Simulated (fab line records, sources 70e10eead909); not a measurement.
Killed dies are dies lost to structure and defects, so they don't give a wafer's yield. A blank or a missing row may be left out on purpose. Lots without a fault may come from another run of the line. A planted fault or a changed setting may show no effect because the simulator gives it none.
fab line records | flow nand_harc
record lots=5 wafers=13 last_day=24
route steps=1159 shown A_STAIRCASE@583 A_SGD_CUT@747 END@1159
lots that met no fault: from a run of the same line without faults
start_h: hours from the record's first day to the start of the lot's first wafer shown | wait_h: hours since the lot's step before | " the same as in the row above | L1.1+2: a row that stands for several wafers | - no value, or no start given | * or withheld: withheld | < > ~ a bound
route shown NAME@n: a module of which the file shows steps, and the number in the route of the first | usual: mean/standard deviation of fault-free wafers | same: alike in all rows | chamber/n: place in a boat | sites: the reading at each site | _std_site: their standard deviation | _edge_site: outer sites' mean less inner sites' | radius_mm: how far each site lies from the wafer's centre | mask NAME#n: copy n | behind: the tool/chamber that last shaped the wafer | hold: why the lot was held/for how many hours/how that ended | device: the transistor (n, p or np) that didn't switch | end of line: the same wafers' tests at the end of the route | a step without rows: its recipe alone | killed: dies lost to structure and defects at the first sort, not the wafer's yield | map: a wafer's dies, x killed, . not, _ none there
set.NAME: the setting as run; set.NAME@STEP: as run at that earlier step | model.NAME: the simulator's own value behind a step, which no gauge read
lots at some steps of the route; a table a step, a row a wafer
services: from which hour (start_h, from the record's first day; less than 0 if before it) a tool's chamber was out of use, for how many hours, and why
## steps
# step NHARC_A_STAIRCASE_TRIM_189
# recipe time_s=211.2 o2_flow_sccm=500 ar_flow_sccm=0 bias_w=0 chemistry=O2
# step NHARC_A_STAIRCASE_ETCH_190
# recipe target_depth_a=1000 time_s=40.5 ion_energy_ev=400 c4f8_flow_sccm=20 o2_flow_sccm=10 ar_flow_sccm=withheld rf_w=600 bias_w=1000 chemistry=C4F8/O2
# step NHARC_A_STAIRCASE_TRIM_191
# recipe time_s=211.2 o2_flow_sccm=500 ar_flow_sccm=0 bias_w=0 chemistry=O2
# step NHARC_A_STAIRCASE_ETCH_192
# recipe target_depth_a=1000 time_s=40.5 ion_energy_ev=400 c4f8_flow_sccm=20 o2_flow_sccm=10 ar_flow_sccm=withheld rf_w=600 bias_w=1000 chemistry=C4F8/O2
# step NHARC_A_STAIRCASE_TRIM_193
# recipe time_s=211.2 o2_flow_sccm=500 ar_flow_sccm=0 bias_w=0 chemistry=O2
# step NHARC_A_STAIRCASE_ETCH_194
# recipe target_depth_a=1000 time_s=40.5 ion_energy_ev=400 c4f8_flow_sccm=20 o2_flow_sccm=10 ar_flow_sccm=withheld rf_w=600 bias_w=1000 chemistry=C4F8/O2
# usual oes_product_au=0.940/0.012 rf_fwd_power_W=592/3.2 rf_vpp_V=898/6.4
# columns lot.wafer tool chamber start_h wait_h oes_product_au rf_fwd_power_W rf_hours_counter_h rf_vpp_V
L731.1 rie_diel-03 0 - - 0.922 595 9 895
L731.4 " 2 " " 0.922 589 10 903
L731.6 " 0 " " 0.922 593 - 894
L733.1 rie_diel-03 2 - - 0.932 595 14 901
L733.4 " 3 " " 0.922 588 11 907
L733.6 " 2 " " 0.936 592 - 900
L742.2 rie_diel-13 2 - - 0.933 593 8 888
L742.5 " 2 " " 0.921 594 - 887
L742.6 " 3 " " 0.936 592 - 907
L743.5 rie_diel-06 2 - - 0.959 597 - 906
L753.3 rie_diel-13 1 - - 0.946 588 32 897
L753.1 " 2 " " 0.937 591 29 887
L753.4 " 3 " " 0.956 591 34 905
# step NHARC_A_STAIRCASE_TRIM_196
# recipe time_s=211.2 o2_flow_sccm=500 ar_flow_sccm=0 bias_w=0 chemistry=O2
# usual drypump_motor_current_A=5.6/0.39 oes_product_au=0.998/0.01 rf_vpp_V=57.6/0.97 showerhead_plenum_p_Torr=3.50/0.17 throttle_valve_pct=17.036/0.0094
# columns lot.wafer tool chamber start_h wait_h drypump_motor_current_A oes_product_au rf_hours_counter_h rf_vpp_V showerhead_plenum_p_Torr throttle_valve_pct
L731.4 rie_diel-03 0 253.98 0.1 5.5 0.985 9 57.8 3.49 17.030
L731.1 " 3 " " 5.5 0.990 8 58.6 3.80 17.044
L731.6 " 0 " " 5.5 0.984 - 56.0 3.49 17.045
L733.1 rie_diel-13 3 258.27 0.1 5.8 1.015 54 57.8 3.29 17.034
L733.4 " 1 " " 5.4 1.005 47 58.8 3.58 17.048
L733.6 " 0 " " 5.4 0.999 - 58.8 3.64 17.045
L742.2 rie_diel-06 1 314.68 0.1 5.0 1.009 25 57.1 3.43 17.036
L742.5 " 0 " " 5.7 0.984 - 57.4 3.35 17.030
L742.6 " 1 " " 5.0 1.012 - 56.8 3.43 17.044
L743.5 rie_diel-03 3 314.77 0.1 5.5 0.992 - 57.8 3.79 17.055
L753.3 rie_diel-06 0 383.77 0.1 5.7 0.992 52 57.5 3.34 17.045
L753.1 " 2 " " 5.6 0.997 53 56.0 3.78 17.025
L753.4 " 3 " " 6.1 0.993 49 57.1 3.33 17.019
# step NHARC_A_STAIRCASE_ETCH_197
# recipe target_depth_a=1000 time_s=40.5 ion_energy_ev=400 c4f8_flow_sccm=20 o2_flow_sccm=10 ar_flow_sccm=withheld rf_w=600 bias_w=1000 chemistry=C4F8/O2
# step NHARC_A_STAIRCASE_TRIM_198
# recipe time_s=211.2 o2_flow_sccm=500 ar_flow_sccm=0 bias_w=0 chemistry=O2
# step NHARC_A_STAIRCASE_ETCH_199
# recipe target_depth_a=1000 time_s=40.5 ion_energy_ev=400 c4f8_flow_sccm=20 o2_flow_sccm=10 ar_flow_sccm=withheld rf_w=600 bias_w=1000 chemistry=C4F8/O2
# step NHARC_A_STAIRCASE_TRIM_200
# recipe time_s=211.2 o2_flow_sccm=500 ar_flow_sccm=0 bias_w=0 chemistry=O2
# step NHARC_A_STAIRCASE_ETCH_201
# recipe target_depth_a=1000 time_s=40.5 ion_energy_ev=400 c4f8_flow_sccm=20 o2_flow_sccm=10 ar_flow_sccm=withheld rf_w=600 bias_w=1000 chemistry=C4F8/O2
# usual oes_product_au=0.944/0.012 rf_fwd_power_W=593/3.1 rf_vpp_V=895/6.6
# columns lot.wafer tool chamber start_h wait_h oes_product_au rf_fwd_power_W rf_hours_counter_h rf_vpp_V
L731.1 rie_diel-03 3 254.65 - 0.927 589 9 906
L731.4 " 0 " " 0.935 595 9 893
L731.6 " 3 " " 0.925 590 - 906
L733.4 rie_diel-13 3 259.04 - 0.944 593 54 887
L733.1 " 0 " " 0.941 585 55 900
L733.6 " 2 " " 0.948 591 - 890
L742.2 rie_diel-06 3 315.33 - 0.944 593 21 889
L742.6 " 0 " " 0.930 591 - 888
L742.5 " 1 " " 0.961 595 - 893
L743.5 rie_diel-03 0 315.48 - 0.929 594 - 893
L753.3 rie_diel-06 0 384.43 - 0.952 591 53 889
L753.1 " 1 " " 0.953 595 52 892
L753.4 " 3 " " 0.958 598 49 888
# step NHARC_A_STAIRCASE_TRIM_202
# recipe time_s=211.2 o2_flow_sccm=500 ar_flow_sccm=0 bias_w=0 chemistry=O2
# step NHARC_A_STAIRCASE_ETCH_203
# recipe target_depth_a=1000 time_s=40.5 ion_energy_ev=400 c4f8_flow_sccm=20 o2_flow_sccm=10 ar_flow_sccm=withheld rf_w=600 bias_w=1000 chemistry=C4F8/O2
# step NHARC_A_STAIRCASE_STRIP_205
# recipe power_w=1500 temp_c=250 chemistry=O2
# usual drypump_motor_current_A=5.7/0.32 heater_power_w=351/31
# columns lot.wafer tool chamber start_h wait_h drypump_motor_current_A heater_power_w rf_hours_counter_h
L731.1 plasma_asher-01 0 255.18 0.2 6.1 328 48
L731.4 " 1 " " 5.5 332 -
L731.6 " 0 " " 6.1 323 -
L733.1 plasma_asher-01 0 259.66 0.2 6.1 309 51
L733.4 " 0 " " 6.1 320 -
L733.6 " 0 " " 6.1 323 -
L742.2 plasma_asher-01 1 315.78 0.1 5.5 345 10
L742.5 " 0 " " 6.1 332 -
L742.6 " 1 " " 5.5 335 -
L743.5 plasma_asher-02 0 316.14 0.3 6.0 407 -
L753.1 plasma_asher-02 1 384.84 0.1 5.3 332 6
L753.4 " 1 " " 5.3 339 -
L753.3 " 0 " " 6.0 418 -
# step NHARC_A_STAIRCASE_STRIP_206
# recipe time_s=900 temp_c=130 chemistry=SPM
# step NHARC_A_STAIRCASE_PRECLEAN_207
# recipe time_s=* temp_c=50 bath_age_min=0 chemistry=SC1
# step NHARC_A_STAIRCASE_SRD_208
# step NHARC_A_STAIRCASE_DEHYDRATE_209
# recipe temp_c=150 time_s=120
# step NHARC_A_STAIRCASE_HMDS_210
# recipe time_s=30
# step NHARC_A_STAIRCASE_COAT_211
# recipe spin_rpm=1200
# step NHARC_A_STAIRCASE_SOFTBAKE_212
# recipe temp_c=135 time_s=170
# step NHARC_A_STAIRCASE_EBR_213
# step NHARC_A_STAIRCASE_EXPOSE_214
# recipe na=0.5 dose_mj=31.26 mask_id=STAIR_3
# step NHARC_A_STAIRCASE_PEB_215
# recipe peb_temp_c=115 peb_time_s=130
# step NHARC_A_STAIRCASE_DEVELOP_216
# recipe time_s=140
# step NHARC_A_STAIRCASE_HARDBAKE_218
# recipe temp_c=120 time_s=140
# step NHARC_A_STAIRCASE_DESCUM_219
# recipe time_s=3 o2_flow_sccm=200 ar_flow_sccm=0 bias_power_w=0 chemistry=O2
# step NHARC_A_STAIRCASE_TRIM_220
# recipe time_s=211.2 o2_flow_sccm=500 ar_flow_sccm=0 bias_w=0 chemistry=O2
# step NHARC_A_STAIRCASE_ETCH_221
# recipe target_depth_a=1000 time_s=40.5 ion_energy_ev=400 c4f8_flow_sccm=20 o2_flow_sccm=10 ar_flow_sccm=withheld rf_w=600 bias_w=1000 chemistry=C4F8/O2
# step NHARC_A_STAIRCASE_TRIM_222
# recipe time_s=211.2 o2_flow_sccm=500 ar_flow_sccm=0 bias_w=0 chemistry=O2
# step NHARC_A_STAIRCASE_ETCH_223
# recipe target_depth_a=1000 time_s=40.5 ion_energy_ev=400 c4f8_flow_sccm=20 o2_flow_sccm=10 ar_flow_sccm=withheld rf_w=600 bias_w=1000 chemistry=C4F8/O2
# usual oes_product_au=0.940/0.012 rf_fwd_power_W=592/3 rf_vpp_V=896/6.4
# columns lot.wafer tool chamber start_h wait_h oes_product_au rf_fwd_power_W rf_hours_counter_h rf_vpp_V
L731.1 rie_diel-06 2 - - 0.970 594 3 906
L731.4 " 0 " " 0.932 591 4 889
L731.6 " 3 " " 0.928 595 - 890
L733.1 rie_diel-13 2 - - 0.952 592 53 890
L733.4 " 0 " " 0.949 587 56 900
L733.6 " 2 " " 0.952 590 - 889
L742.2 rie_diel-13 3 - - 0.931 588 11 905
L742.6 " 1 " " 0.937 588 - 897
L742.5 " 3 " " 0.938 591 - 907
L743.5 rie_diel-06 3 - - 0.931 595 - 888
L753.1 rie_diel-06 3 - - 0.942 597 50 888
L753.3 " 0 " " 0.952 594 53 889
L753.4 " 1 " " 0.962 593 53 892
# step NHARC_A_STAIRCASE_TRIM_224
# recipe time_s=211.2 o2_flow_sccm=500 ar_flow_sccm=0 bias_w=0 chemistry=O2
# step NHARC_A_STAIRCASE_ETCH_225
# recipe target_depth_a=1000 time_s=40.5 ion_energy_ev=400 c4f8_flow_sccm=20 o2_flow_sccm=10 ar_flow_sccm=withheld rf_w=600 bias_w=1000 chemistry=C4F8/O2
# usual oes_product_au=0.941/0.012 rf_fwd_power_W=592/3.3 rf_vpp_V=897/6.5
# columns lot.wafer tool chamber start_h wait_h oes_product_au rf_fwd_power_W rf_hours_counter_h rf_vpp_V
L731.1 rie_diel-06 3 - - 0.949 596 2 891
L731.4 " 1 " " 0.954 592 4 893
L731.6 " 2 " " 0.970 596 - 906
L733.4 rie_diel-13 3 - - 0.949 591 56 887
L733.1 " 1 " " 0.962 588 49 899
L733.6 " 2 " " 0.958 594 - 889
L742.2 rie_diel-13 1 - - 0.949 588 10 897
L742.5 " 1 " " 0.944 592 - 897
L742.6 " 3 " " 0.950 591 - 906
L743.5 rie_diel-06 1 - - 0.949 592 - 892
L753.3 rie_diel-06 1 - - 0.966 593 53 891
L753.4 " 2 " " 0.944 593 54 905
L753.1 " 0 " " 0.959 593 53 887
# step NHARC_A_STAIRCASE_TRIM_226
# recipe time_s=211.2 o2_flow_sccm=500 ar_flow_sccm=0 bias_w=0 chemistry=O2
# step NHARC_A_STAIRCASE_ETCH_227
# recipe target_depth_a=1000 time_s=40.5 ion_energy_ev=400 c4f8_flow_sccm=20 o2_flow_sccm=10 ar_flow_sccm=withheld rf_w=600 bias_w=1000 chemistry=C4F8/O2
# step NHARC_A_STAIRCASE_TRIM_229
# recipe time_s=211.2 o2_flow_sccm=500 ar_flow_sccm=0 bias_w=0 chemistry=O2
# step NHARC_A_STAIRCASE_ETCH_230
# recipe target_depth_a=1000 time_s=40.5 ion_energy_ev=400 c4f8_flow_sccm=20 o2_flow_sccm=10 ar_flow_sccm=withheld rf_w=600 bias_w=1000 chemistry=C4F8/O2
# step NHARC_A_SGD_CUT_DEP_00
# recipe target_thk_a=500 temp_c=400 target_thk_nm=50 flow_sccm=200 rf_w=450 material=SiNx
# usual heater_power_w=766/92 rf_fwd_power_W=448.0/1.3 susceptor_temp_C=399.98/0.2
# columns lot.wafer tool chamber start_h wait_h hold heater_power_w rf_fwd_power_W susceptor_temp_C
L731.1 pecvd-04 0 316.97 0.1 - 812 446.5 399.61
L731.6 " 1 " " - 824 448.0 399.67
L731.4 " 0 " " - 834 444.5 399.89
L733.1 pecvd-01 0 317.08 0.1 - 731 450.6 399.94
L733.6 " 0 " " - 731 449.6 399.96
L733.4 " 2 " " - 749 446.9 399.83
L742.2 pecvd-01 0 380.29 0.2 - 745 447.9 400.05
L742.5 " 2 " " - 756 447.4 400.06
L742.6 " 1 " " - 871 448.5 399.95
L743.5 pecvd-01 0 387.23 7.2 await_dispo/6.9h/release 641 450.0 399.93
L753.3 pecvd-01 2 450.68 0.1 - 840 449.2 400.02
L753.1 " 0 " " - 781 445.9 399.89
L753.4 " 0 " " - 619 445.6 399.65
# step NHARC_END_SORT_01
# recipe temp_c=25
# usual killed_at_array=21/8.9 killed_at_other=0.8/1.3 killed_at_periphery=3.6/2.4 killed_dies=26/8.9 killed_open=3.1/1.8 killed_short=1.9/1.3
# same gross_dies=677
# columns lot.wafer tool chamber start_h wait_h killed_at_array killed_at_other killed_at_periphery killed_dies killed_open killed_short
L743.5 prober-01 0 526.74 3.7 64 0 1 65 2 0
L742.2 prober-02 0 529.36 2.8 15 0 4 19 2 2
L742.5 prober-02 0 531.77 3.7 13 1 7 21 2 2
L742.6 prober-02 0 532.58 4.0 20 1 5 26 7 5
# killed by level:class
L743.5 A_STAIRCASE:unspecified=38 A_CHANNEL_HOLE_D1:chamber_film_flake=15 A_SLIT:chamber_film_flake=5 A_CONTACT:chamber_film_flake=3 A_CONTACT:geometric_particle:open=1 A_M0:geometric_particle:open=1 P_ZERO_WELL:chamber_film_flake=1 A_WL_FILL:chamber_film_flake=1
L742.2 A_SLIT:chamber_film_flake=5 A_CONTACT:chamber_film_flake=4 A_CHANNEL_HOLE_D1:chamber_film_flake=3 P_ZERO_WELL:chamber_film_flake=2 P_STI:geometric_particle:short=1 A_CONTACT:geometric_particle:open=1 A_BLC:geometric_particle:open=1 A_M0:geometric_particle:short=1
L742.5 A_SLIT:chamber_film_flake=3 A_CHANNEL_HOLE_D1:chamber_film_flake=3 A_CONTACT:chamber_film_flake=3 P_ZERO_WELL:chamber_film_flake=2 P_STI:chamber_film_flake=2 P_M2:chamber_film_flake=2 P_CONTACT:geometric_particle:open=1 A_ONON_D1:geometric_particle:short=1
L742.6 A_SLIT:chamber_film_flake=8 A_CONTACT:geometric_particle:open=4 A_BLC:geometric_particle:short=2 P_GATE:chamber_film_flake=2 A_CONTACT:chamber_film_flake=2 P_M0:geometric_particle:open=1 P_M1:geometric_particle:short=1 A_ONON_D1:geometric_particle:short=1
# map L743.5 (x killed, . not)
____________x____________
_________..x.x.._________
_______...x.....x._______
______.............______
_____..............._____
____xx...............____
____xx...............____
___xxx................___
___xxx................___
__xxx..................__
__xxx..................__
_xxxx..................._
_xxxxx.................._
_xxxxxxxx..............._
_xxxxx.xx.x............._
_xxx......x............._
.xx..xx..................
.x.....x.................
......x.x................
.........................
.....x....x..............
_......................._
_......x..x............._
_......................._
_....................x.._
_......................._
__.x...................__
__.....................__
___...................___
___....x..............___
____.................____
____.................____
_____..............._____
______.............______
_______..........._______
_________......._________
____________.____________
# map L731.6 (x killed, . not)
____________.____________
_________......._________
_______..........._______
______.............______
_____..............._____
____.................____
____..............x.x____
___......x............___
___....x..............___
__.....................__
__....x..............x.__
_......................._
_............x.........._
_....xxxx...x..........._
_x..x..................._
_......................._
......xx..............x..
....x...x............x...
....x....................
........x................
........................x
_......................._
_......................._
_...............x...x..._
_............x.........._
_..........x............_
__...........x.........__
__....................x__
___...................___
___...................___
____.................____
____.....x...........____
_____..............._____
______.............______
_______..........._______
_________......._________
____________.____________
## services
# columns tool chamber start_h hours kind
pecvd-01 - 237.10 13.0 pm
rie_diel-06 - 241.51 9.0 pm
pecvd-04 2 261.64 7.5 repair
rie_diel-06 3 263.77 7.5 repair
pecvd-01 - 269.52 1.0 repair
rie_diel-13 - 270.66 0.1 repair
rie_diel-13 - 276.05 9.0 pm
plasma_asher-01 - 276.23 9.0 pm
rie_diel-06 2 288.44 2.8 repair
rie_diel-13 2 288.70 9.7 repair
rie_diel-13 2 316.71 5.8 repair
pecvd-04 - 329.46 3.8 repair
rie_diel-13 - 339.31 0.8 repair
plasma_asher-02 - 360.76 9.0 pm
rie_diel-03 1 370.70 3.7 repair
rie_diel-03 2 373.90 5.3 repair
pecvd-04 - 377.73 13.0 pm
plasma_asher-01 - 379.44 0.9 repair
rie_diel-03 - 392.98 9.0 pm
pecvd-01 1 395.88 4.1 repair
plasma_asher-02 - 413.71 21.1 repair
pecvd-01 - 418.13 13.0 pm
rie_diel-06 - 418.51 9.0 pm
rie_diel-06 0 431.42 6.5 repair
## key
first_sign step=NHARC_END_SORT_01 reading=killed_at_array direction=up sigmas=4.8 usual=21 struck=64
effect step=NHARC_END_SORT_01 reading=killed_dies direction=up sigmas=4.4 usual=26 struck=65
more_kills_born_at NHARC_A_STAIRCASE_ETCH_201@rie_diel-03=38
met_at NHARC_A_STAIRCASE_ETCH_201
struck_wafers L743.5
tester_left_out L743
onset_between 254.65 315.48
also_fits NHARC_A_STAIRCASE_ETCH_194:rie_diel-06,NHARC_A_STAIRCASE_TRIM_196:rie_diel-03
fault kind=chamber_particle_source tool=rie_diel-03 chamber=0 onset_h=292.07 steps=NHARC_A_STAIRCASE_ETCH_201 rate_per_visit_cm2=1.1523 end_h=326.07
# tester_left_out: of these lots the tester's yield and bins aren't shown, on N5 and GAA mostly nor the transistor test; their killed dies are dies lost to structure and defects alone, not to doping, threshold or leakage, so they don't give the yield
